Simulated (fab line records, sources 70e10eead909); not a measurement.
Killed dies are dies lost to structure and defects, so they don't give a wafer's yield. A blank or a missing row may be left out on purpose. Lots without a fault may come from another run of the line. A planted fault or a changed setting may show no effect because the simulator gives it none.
Chamber matching | flow nand_harc | NHARC_P_M1_DESCUM_14 on rie_diel-04: 4 sister chambers
The step chemistry O2, time 3 s. 16 wafers are shown with their chamber, then 8 later ones without.

WAFERS WITH THEIR CHAMBER
wafer  | chamber | drypump_motor_current_A (A) | oes_product_au (a.u.) | throttle_valve_pct (%)
L075.2 | 3       | 5.3                         | 1.004                 | 11.317
L075.4 | 0       | 6.3                         | 0.981                 | 11.297
L075.6 | 0       | 6.4                         | 0.985                 | 11.294
L081.2 | 1       | 5.8                         | 1.000                 | 11.311
L081.3 | 2       | 5.1                         | 0.990                 | 11.299
L081.5 | 3       | 5.3                         | 0.990                 | 11.314
L086.2 | 0       | 6.4                         | 0.977                 | 11.312
L086.4 | 3       | 5.2                         | 0.997                 | 11.312
L086.5 | 1       | 5.8                         | 0.997                 | 11.315
L088.3 | 1       | 5.8                         | 0.984                 | 11.305
L088.4 | 0       | 6.3                         | 0.988                 | 11.292
L088.6 | 2       | 5.1                         | 1.000                 | 11.327
L089.1 | 2       | 5.1                         | 0.996                 | 11.307
L089.5 | 2       | 5.2                         | 1.005                 | 11.309
L089.6 | 1       | 5.8                         | 1.002                 | 11.312
L091.3 | 2       | 5.1                         | 1.003                 | 11.300

SIGNATURES (means of the wafers above)
reading                 | chamber 0 | chamber 1 | chamber 2 | chamber 3 | scatter within a chamber
drypump_motor_current_A | 6.350     | 5.800     | 5.120     | 5.267     | 0.0453
oes_product_au          | 0.98275   | 0.99575   | 0.99880   | 0.99700   | 0.0065
throttle_valve_pct      | 11.29875  | 11.31075  | 11.30840  | 11.31433  | 0.00826
Rule: a wafer's distance from a chamber is the root of the sum, over the readings, of the square of ((its reading less the chamber's mean) divided by the reading's scatter). The wafer belongs to the nearest chamber; if the next one is less than 2 further off, it can't be placed. The scatter: the root of (the sum of the squares of (reading less its chamber's mean) over the shown wafers, divided by (wafers less chambers)).

WAFERS WITHOUT THEIR CHAMBER
wafer  | drypump_motor_current_A (A) | oes_product_au (a.u.) | throttle_valve_pct (%)
L091.5 | 5.8                         | 1.004                 | 11.314
L091.6 | 5.2                         | 1.006                 | 11.309
L092.1 | 5.2                         | 0.999                 | 11.289
L092.3 | 5.8                         | 1.002                 | 11.312
L092.4 | 6.4                         | 1.002                 | 11.315
L094.1 | 5.8                         | 0.991                 | 11.311
L094.2 | 5.1                         | 0.989                 | 11.302
L094.5 | 5.1                         | 0.987                 | 11.310

WHICH CHAMBER EACH WENT THROUGH
wafer  | from the rows above     | in truth
L091.5 | 1                       | 1
L091.6 | can't be placed: 2 or 3 | 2
L092.1 | can't be placed: 2 or 3 | 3
L092.3 | 1                       | 1
L092.4 | 0                       | 0
L094.1 | 1                       | 1
L094.2 | 2                       | 2
L094.5 | 2                       | 2
Placed correctly: 6 of 8. Can't be placed from these rows: 2 (the true chamber is among the candidates in 2). Placed wrongly: 0.
